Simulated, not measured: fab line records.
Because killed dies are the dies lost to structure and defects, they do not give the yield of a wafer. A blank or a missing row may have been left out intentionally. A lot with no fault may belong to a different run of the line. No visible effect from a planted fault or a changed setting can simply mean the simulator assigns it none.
The tool behind it: which one? | flow n5 finfet | 63 wafers from 21 lots sampled at 4 of the route's 1938 steps

== WHAT EACH GAUGE READ, for each wafer ==
N5_MOL_CONTACT_COAG_INSPECT_97: inspects for defects (darkfield).
lot  | measured     | on                | raw defect count
L074 | day 5 13:52  | defect inspect-01 | 24 28 39
L075 | day 5 19:23  | defect inspect-01 | 47 45 64
L076 | day 6 00:33  | defect inspect-01 | 47 54 28
L077 | day 6 09:30  | defect inspect-01 | 32 22 31
L078 | day 6 12:29  | defect inspect-02 | 32 39 27
L080 | day 7 04:41  | defect inspect-01 | 56 63 66
L081 | day 7 07:42  | defect inspect-01 | 25 40 61
L082 | day 7 10:41  | defect inspect-01 | 33 36 65
L084 | day 7 23:49  | defect inspect-01 | 52 48 51
L085 | day 8 05:31  | defect inspect-01 | 39 21 21
L086 | day 8 16:55  | defect inspect-02 | 40 49 51
L087 | day 8 20:41  | defect inspect-02 | 60 47 68
L088 | day 9 01:21  | defect inspect-01 | 31 33 41
L089 | day 9 04:23  | defect inspect-02 | 29 42 49
L090 | day 9 08:08  | defect inspect-02 | 61 62 82
L092 | day 9 18:37  | defect inspect-01 | 80 27 40
L093 | day 10 00:39 | defect inspect-02 | 35 41 36
L094 | day 10 08:34 | defect inspect-02 | 48 79 72
L095 | day 10 14:58 | defect inspect-02 | 51 54 36
L096 | day 11 00:14 | defect inspect-01 | 25 25 21
L097 | day 11 03:14 | defect inspect-01 | 35 69 38

N5_BEOL_M0_SAQP_CD_MEAS_29 targets a cd of 14.4 nm.
lot  | measured     | on        | cd nm (nm)
L074 | day 5 19:53  | cd sem-02 | 14.58 14.68 14.89
L075 | day 6 00:53  | cd sem-02 | 15.11 14.88 14.88
L076 | day 6 07:50  | cd sem-03 | 14.95 15.07 14.92
L077 | day 6 15:58  | cd sem-02 | 15.04 14.90 15.37
L078 | day 6 18:16  | cd sem-01 | 14.80 14.66 14.72
L080 | day 7 09:50  | cd sem-01 | 15.45 14.94 15.44
L081 | day 7 13:24  | cd sem-02 | 15.26 14.93 14.91
L082 | day 7 15:47  | cd sem-02 | 15.06 15.30 14.79
L084 | day 8 05:45  | cd sem-03 | 14.65 15.01 14.96
L085 | day 8 11:47  | cd sem-03 | 14.96 14.78 14.75
L086 | day 9 00:13  | cd sem-02 | 15.06 15.13 15.01
L087 | day 9 02:45  | cd sem-02 | 15.00 15.16 15.05
L088 | day 9 06:35  | cd sem-02 | 15.18 14.68 14.61
L089 | day 9 09:47  | cd sem-01 | 15.09 14.63 15.04
L090 | day 9 14:10  | cd sem-03 | 14.82 15.06 15.02
L092 | day 10 02:42 | cd sem-01 | 15.08 14.82 15.08
L093 | day 10 07:05 | cd sem-01 | 15.07 15.24 14.77
L094 | day 10 15:29 | cd sem-02 | 14.81 15.09 14.75
L095 | day 10 21:46 | cd sem-02 | 14.68 15.06 14.53
L096 | day 11 05:47 | cd sem-01 | 15.16 15.05 14.59
L097 | day 11 09:04 | cd sem-02 | 15.07 14.69 14.55

== TOOL THAT RAN EACH LOT (tool first, then ch and the chambers of the sampled wafers, then the start) ==
lot  | N5_BEOL_M0_SAQP_PECVD_96        | N5_BEOL_M0_SAQP_DESCUM_19
L074 | pecvd-03 ch 0,1, day 5 14:45    | rie diel-04 ch 0,1,2, day 5 15:31
L075 | pecvd-04 ch 1,2, day 5 20:33    | rie diel-04 ch 0,1,2, day 5 21:29
L076 | pecvd-04 ch 0,1,2, day 6 03:46  | rie diel-03 ch 0,1, day 6 04:23
L077 | pecvd-03 ch 0,1,2, day 6 11:34  | rie diel-06 ch 0,1, day 6 12:35
L078 | pecvd-03 ch 0,1,2, day 6 13:55  | rie diel-03 ch 2,3, day 6 14:40
L080 | pecvd-04 ch 1,2, day 7 05:37    | rie diel-04 ch 0,2,3, day 7 06:22
L081 | pecvd-04 ch 0,1, day 7 08:42    | rie diel-06 ch 0,1,3, day 7 09:20
L082 | pecvd-04 ch 0,2, day 7 11:32    | rie diel-04 ch 1,2,3, day 7 12:17
L084 | pecvd-04 ch 0,1,2, day 8 01:01  | rie diel-06 ch 1,2,3, day 8 01:41
L085 | pecvd-03 ch 0,1, day 8 06:37    | rie diel-03 ch 1,2,3, day 8 07:50
L086 | pecvd-02 ch 0,2, day 8 20:01    | rie diel-04 ch 0,2,3, day 8 20:54
L087 | pecvd-03 ch 0,1,2, day 8 21:58  | rie diel-03 ch 0,1,3, day 8 22:50
L088 | pecvd-03 ch 0,1, day 9 02:38    | rie diel-06 ch 1,2,3, day 9 03:16
L089 | pecvd-04 ch 0,2, day 9 05:22    | rie diel-04 ch 0,2,3, day 9 06:03
L090 | pecvd-02 ch 1,2, day 9 09:02    | rie diel-03 ch 1,2,3, day 9 09:47
L092 | pecvd-04 ch 0,1, day 9 22:19    | rie diel-06 ch 0,1,3, day 9 23:10
L093 | pecvd-03 ch 0,1, day 10 01:18   | rie diel-04 ch 1,2,3, day 10 02:05
L094 | pecvd-04 ch 0,1,2, day 10 10:25 | rie diel-06 ch 0,2,3, day 10 11:13
L095 | pecvd-02 ch 0,1,2, day 10 16:07 | rie diel-03 ch 0,3, day 10 16:55
L096 | pecvd-02 ch 1,2, day 11 01:44   | rie diel-06 ch 0,1,3, day 11 02:26
L097 | pecvd-02 ch 1,2, day 11 04:34   | rie diel-03 ch 1,2,3, day 11 05:25
- N5_BEOL_M0_SAQP_PECVD_96: deposits a-Si from SiH4/He, target thk 45 nm, time 45.2 s.
- N5_BEOL_M0_SAQP_DESCUM_19: chemistry O2, time 7.9 s.

== WHAT THE TOOLS THEMSELVES READ (means of the sampled wafers that have a number; where no wafer has one, the mark that the record gives instead) ==
N5_BEOL_M0_SAQP_PECVD_96.
lot  | tool     | heater power w (W) | rf fwd power W (W) | showerhead plenum p Torr (Torr) | susceptor temp C (C) | throttle valve pct (%)
L074 | pecvd-03 | 711                | 98.6               | 5.64                            | 350.08               | 18.6
L075 | pecvd-04 | 728                | 99.1               | 5.70                            | 350.09               | 17.4
L076 | pecvd-04 | 744                | 99.3               | 5.66                            | 350.14               | 18.3
L077 | pecvd-03 | 720                | 99.0               | 5.64                            | 350.29               | 18.4
L078 | pecvd-03 | 687                | 98.7               | 5.65                            | 349.99               | 18.5
L080 | pecvd-04 | 703                | 99.2               | 5.70                            | 349.71               | 17.5
L081 | pecvd-04 | 760                | 99.2               | 5.60                            | 350.16               | 18.6
L082 | pecvd-04 | 715                | 99.3               | 5.72                            | 349.70               | 17.7
L084 | pecvd-04 | 729                | 98.7               | 5.66                            | 350.01               | 18.1
L085 | pecvd-03 | 727                | 98.9               | 5.68                            | 349.71               | 18.2
L086 | pecvd-02 | 599                | 98.9               | 5.73                            | 350.06               | 18.3
L087 | pecvd-03 | 686                | 98.7               | 5.65                            | 350.01               | 18.3
L088 | pecvd-03 | 730                | 98.7               | 5.65                            | 349.87               | 18.6
L089 | pecvd-04 | 790                | 99.4               | 5.69                            | 350.11               | 18.5
L090 | pecvd-02 | 685                | 99.0               | 5.70                            | 350.10               | 18.7
L092 | pecvd-04 | 761                | 98.9               | 5.63                            | 349.97               | 18.9
L093 | pecvd-03 | 714                | 98.9               | 5.68                            | 350.18               | 18.3
L094 | pecvd-04 | 745                | 99.1               | 5.67                            | 350.04               | 18.1
L095 | pecvd-02 | 644                | 98.8               | 5.71                            | 349.80               | 18.6
L096 | pecvd-02 | 611                | 99.1               | 5.71                            | 350.02               | 18.6
L097 | pecvd-02 | 679                | 99.2               | 5.71                            | 350.03               | 18.7

N5_BEOL_M0_SAQP_DESCUM_19.
lot  | tool        | drypump motor current A (A) | oes product au (a.u.) | rf fwd power W (W) | rf vpp V (V) | showerhead plenum p Torr (Torr) | throttle valve pct (%)
L074 | rie diel-04 | 5.5                         | 0.87                  | 49.68              | 244.4        | 2.18                            | 20.33
L075 | rie diel-04 | 5.5                         | 0.85                  | 49.71              | 244.8        | 2.18                            | 20.33
L076 | rie diel-03 | 5.6                         | 0.73                  | 49.25              | 243.5        | 2.11                            | 20.48
L077 | rie diel-06 | 6.5                         | 0.79                  | 49.64              | 244.1        | 2.16                            | 20.47
L078 | rie diel-03 | 5.8                         | 0.88                  | 49.64              | 244.1        | 2.16                            | 20.48
L080 | rie diel-04 | 5.8                         | 0.92                  | 49.47              | 243.6        | 2.17                            | 20.27
L081 | rie diel-06 | 6.2                         | 0.81                  | 49.55              | 243.7        | 2.14                            | 20.38
L082 | rie diel-04 | 5.2                         | 0.84                  | 49.50              | 244.7        | 2.17                            | 20.13
L084 | rie diel-06 | 6.0                         | 0.81                  | 49.35              | 243.3        | 2.10                            | 20.23
L085 | rie diel-03 | 5.6                         | 0.78                  | 49.55              | 243.9        | 2.14                            | 20.55
L086 | rie diel-04 | 5.8                         | 0.90                  | 49.48              | 244.4        | 2.16                            | 20.29
L087 | rie diel-03 | 5.8                         | 0.87                  | 49.36              | 245.3        | 2.21                            | 20.36
L088 | rie diel-06 | 6.1                         | 0.78                  | 49.47              | 243.0        | 2.10                            | 20.22
L089 | rie diel-04 | 5.8                         | 0.88                  | 49.62              | 244.8        | 2.16                            | 20.31
L090 | rie diel-03 | 5.6                         | 0.77                  | 49.59              | 244.2        | 2.13                            | 20.56
L092 | rie diel-06 | 6.2                         | 0.79                  | 49.70              | 244.1        | 2.13                            | 20.40
L093 | rie diel-04 | 5.2                         | 0.90                  | 49.46              | 244.7        | 2.16                            | 20.05
L094 | rie diel-06 | 5.8                         | 0.84                  | 49.22              | 242.1        | 2.10                            | 20.19
L095 | rie diel-03 | 6.1                         | 0.90                  | 49.33              | 244.8        | 2.23                            | 20.32
L096 | rie diel-06 | 6.2                         | 0.77                  | 49.61              | 244.0        | 2.13                            | 20.41
L097 | rie diel-03 | 5.6                         | 0.76                  | 49.46              | 243.9        | 2.13                            | 20.58

== THE ANSWER, worked out from the rows above alone ==
Rule: what is usual is taken from the lots themselves. The widest of any qualifying gaps counts: lots, ordered by their means at a reading, are off when they make up no more than a third of the lots, leave a main group of 4 or more, and stand apart from it by 3 or more times the standard deviation of that group's means. A main group whose means are all the same, to the digits that the tables above print for the reading, isn't used. A lot without any number at a reading at which 4 lots or more have one is off too. All remaining lots with rows at the step are treated as sound. After the gauges, taken in route order, come the tools' own readings; for these a lot's mean is taken, as printed above. At the first step where some lot is off, the reading lying furthest off is the one used; lots without a number count as furthest.
None of the lots is off at any reading shown; this tells nothing.

== WHAT THE SIMULATOR PUT IN ==
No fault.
